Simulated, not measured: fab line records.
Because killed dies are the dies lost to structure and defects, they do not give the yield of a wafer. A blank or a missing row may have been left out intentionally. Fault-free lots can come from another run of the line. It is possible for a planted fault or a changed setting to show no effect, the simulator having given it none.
A lot that was struck, set against a sound lot / flow n5-finfet / 37 out of 1938 route steps
Sound: these wafers, L386.2, L386.3, L386.5. Struck: wafer L399.2. (L399.4 of the same lot was not struck and is left out.) The cause comes at the end.
Each step with rows lists, per side, the tool, then ch with its chambers, then its first start. Under that, the readings that differ: sound wafers / struck wafers / difference of the means / sigmas: that difference in standard deviations of wafers without a fault.
alike: readings with means less than 2 such deviations apart, plus words and numbers identical on both sides. not compared: withheld readings, readings lacking a value on some wafer, bounds such as >300 that could conceal the same value, and numbers that have no deviation in the record and whose values overlap.
A row with sigmas, a row that says differs or no value, or rows on one side alone: a step with any of these is where the two part. Non-overlapping numbers with no deviation appear without sigmas and do not part them. A reading that every wafer of one side lacks parts them only if that side has two wafers or more.

first, 9 steps without rows for these wafers: N5_BEOL_M11_PEB_26 (peb time 60 s); N5_BEOL_M11_DEVELOP_27 (develop time 30 s); N5_BEOL_M11_DESCUM_33 (chemistry O2, time 7.9 s); N5_BEOL_M11_ETCH_65 (etches SiARC in CF4, target depth 39 nm, time 65 s); N5_BEOL_M11_ETCH_66 (etches SOC in N2/H2, target depth 120 nm, overetch 24 nm, time 180 s); N5_BEOL_M11_STRIP_69 (strips in N2/H2); N5_BEOL_M11_VIA_ETCH_34 (etches SiCOH lowk in C4F6/O2, target depth 184.5 nm, time 69.2 s); N5_BEOL_M11_STRIP_73 (strips in C4F6/O2); N5_BEOL_M11_STRIP_36 (strips in N2/H2).
N5_BEOL_M11_TRENCH_ETCH_37: etches SiCOH lowk in C4F6/O2, target depth 148.83 nm, time 48 s.
  sound on rie-diel-06 ch 0,1, day 13 04:55; struck on rie-diel-06 ch 0, day 16 06:58
reading=run-length-s (s); sound=71.2 71.0 71.5; struck=83.1; difference=+11.9; sigmas=+29
reading=model.BEOL_M11.feature-depth-nm (nm); sound=143.2 152.6 143.2; struck=177.8; difference=+31.5; sigmas=
reading=model.etch.depth-nm (nm); sound=143.3 152.6 143.2; struck=177.8; difference=+31.4; sigmas=
reading=model.TiN_of_BEOL_M11_HM_DEP_02.thk-nm (nm); sound=15.8 15.4 15.8; struck=14.8; difference=-0.9; sigmas=
  alike: chamber-pressure-mTorr, drypump-motor-current-A, mfc-ar-sccm, oes_f_703_au, oes-product-au, rf-fwd-power-W, rf-vpp-V, showerhead-plenum-p-Torr, throttle-valve-pct
  not compared: rf-hours-counter-h
then, 2 steps without rows for these wafers: N5_BEOL_M11_ETCH_41 (etches SiCN in CH3F/O2, target depth 42.6 nm, time 86 s); N5_BEOL_M11_STRIP_77 (strips in N2/H2, time 10 s).
N5_BEOL_M11_OCD_MEAS_38:
  sound on ocd-02 at day 13 05:06; struck on ocd-01 at day 16 07:08
reading=trench-depth-nm (nm); sound=143 153 143; struck=178; difference=+32; sigmas=+9
then, 13 steps without rows for these wafers: N5_BEOL_M11_HM_STRIP_39 (strips TiN in peroxide tin strip, target depth 25 nm, time 158 s); N5_BEOL_M11_SRD_40 (time 30 s); N5_BEOL_M11_PRECLEAN_42 (cleans in residue remover, time 60 s); N5_BEOL_M11_SRD_43 (time 30 s); N5_BEOL_M11_CURE_72 (cures SiCOH lowk, time 120 s); N5_BEOL_M11_DEGAS_44 (time 60 s); N5_BEOL_M11_PRE_CLEAN_45 (time 30 s); N5_BEOL_M11_ALD_74 (deposits TaN, target thk 2 nm, pulse time 2 s, purge time 3 s); N5_BEOL_M11_SURFACE_TREAT_76; N5_BEOL_M11_CVD_75 (deposits Co from CCTBA/H2, target thk 2 nm, time 138.9 s); N5_BEOL_M11_SPUTTER_48 (material Cu, target thk 12 nm, time 2 s); N5_BEOL_M11_ECD_50 (material Cu, target thk 318 nm); N5_BEOL_M11_ANNEAL_51 (time 90 s).
N5_BEOL_M11_CMP_52: polishes, stops on SiCOH lowk, t overpolish 7 s, target thk 140 nm.
  sound on cmp-03 ch 2,3, day 13 07:28; struck on cmp-03 ch 1, day 16 11:07
reading=model.Cu_of_BEOL_M11_ECD_50.thk-nm (nm); sound=133.2 142.8 134; struck=170.4; difference=+33.7; sigmas=
  alike: motor-current-A
N5_BEOL_M11_THK_MEAS_53: measures by xrf.
  sound on film-metro-02 at day 13 07:46; struck on film-metro-01 at day 16 11:25
reading=M11_THK (nm); sound=133 143 134; struck=171; difference=+34; sigmas=+8
then, 2 steps without rows for these wafers: N5_BEOL_M11_PRE_CLEAN_55 (time 15 s); N5_BEOL_M11_DEP_56 (deposits SiCN from 3MS/NH3, target thk 30 nm, time 10.5 s).
N5_BEOL_M11_RS_MEAS_57: measures by four-point-probe.
  sound on film-metro-01 at day 13 07:53; struck on film-metro-02 at day 16 11:32
reading=M11_RS (ohm/sq); sound=0.160 0.148 0.159; struck=0.121; difference=-0.035; sigmas=-7
then, 5 steps without rows for these wafers: N5_BEOL_M12_ILD_DEP_00 (deposits SiOC from DEMS/O2, target thk 658.92 nm, time 130.7 s); N5_BEOL_M12_COAT_58 (time 60 s, resist thk 89 nm); N5_BEOL_M12_COAT_04 (resist thk 400 nm); N5_BEOL_M12_EBR_06; N5_BEOL_M12_SOFTBAKE_05 (time 60 s).
N5_BEOL_M15_RC_MEAS_101:
  sound on prober-01 ch 0, day 14 13:51; struck on prober-02 ch 0, day 17 11:22
reading=COMB_M12 (S/m); sound=5.4e-12 4.8e-12 7.2e-12; struck=9.2e-12; difference=+3.4e-12; sigmas=+2
reading=COMB_M7 (S/m); sound=3.9e-11 3.1e-11 2.7e-11; struck=1.6e-11; difference=-1.6e-11; sigmas=-3
reading=SERP_M11 (ohm/um); sound=3.33 3.05 3.15; struck=2.54; difference=-0.64; sigmas=-6
reading=SERP_M11_max_site (ohm/um); sound=3.37 3.09 3.20; struck=2.60; difference=-0.62; sigmas=-5
reading=SERP_M5 (ohm/um); sound=36.8 37.0 35.9; struck=44.8; difference=+8.2; sigmas=+3
  alike: etest-temp-c, COMB_M10, COMB_M13, COMB_M14, COMB_M15, COMB_M5, COMB_M6, COMB_M8, COMB_M9, SERP_M10, SERP_M12, SERP_M13, SERP_M14, SERP_M6, SERP_M7, SERP_M8, SERP_M9

== WHERE THEY PART ==
First at N5_BEOL_M11_TRENCH_ETCH_37; last, within this record, at N5_BEOL_M15_RC_MEAS_101.

WHY: what had been put in by the simulator
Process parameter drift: rie-diel-06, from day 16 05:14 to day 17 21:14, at N5_BEOL_M11_TRENCH_ETCH_37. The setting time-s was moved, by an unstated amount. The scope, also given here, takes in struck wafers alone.
